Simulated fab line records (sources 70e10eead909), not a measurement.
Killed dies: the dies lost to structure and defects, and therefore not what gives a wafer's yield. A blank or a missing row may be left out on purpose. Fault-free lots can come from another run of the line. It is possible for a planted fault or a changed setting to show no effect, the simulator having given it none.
Chamber matching | flow nand-harc | NHARC_A_CHANNEL_HOLE_D1_DEP_01 on pecvd-01: 3 sister chambers
The step deposits SiON, target thk 140 nm. 6 wafers are shown with their chamber, then 10 later ones without.

WAFERS PAIRED WITH THEIR CHAMBERS
wafer  | chamber | heater-power-w (W)
L082.4 | 2       | 801
L086.6 | 2       | 715
L089.3 | 0       | 723
L089.6 | 0       | 740
L092.1 | 1       | 831
L092.4 | 1       | 845

WAFERS WITH NO CHAMBER GIVEN
wafer  | heater-power-w (W)
L092.5 | 762
L093.4 | 703
L093.5 | 728
L093.6 | 850
L094.2 | 857
L094.3 | 739
L094.4 | 723
L097.2 | 760
L097.4 | 755
L097.6 | 853

EACH ONE'S CHAMBER
wafer  | from the rows above          | in truth
L092.5 | can't be placed: 2 or 0 or 1 | 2
L093.4 | can't be placed: 0 or 2      | 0
L093.5 | can't be placed: 0 or 2      | 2
L093.6 | 1                            | 1
L094.2 | 1                            | 1
L094.3 | can't be placed: 0 or 2      | 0
L094.4 | can't be placed: 0 or 2      | 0
L097.2 | can't be placed: 2 or 0      | 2
L097.4 | can't be placed: 2 or 0      | 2
L097.6 | 1                            | 1
Correct placement for 3 of the 10. These rows do not allow placing 7 (true chamber among the candidates in 7). Number placed wrongly: 0.
How it was worked out, from the rows above alone: a wafer's distance from a chamber is the root of the sum, over the readings, of the square of ((its reading less the chamber's mean) divided by the reading's scatter). The wafer belongs to the nearest chamber; if the next one is less than 2 further off, it can't be placed. Each chamber's mean is taken over the wafers shown for it. The scatter: the root of (the sum of the squares of (reading less its chamber's mean) over the shown wafers, divided by (wafers less chambers)).
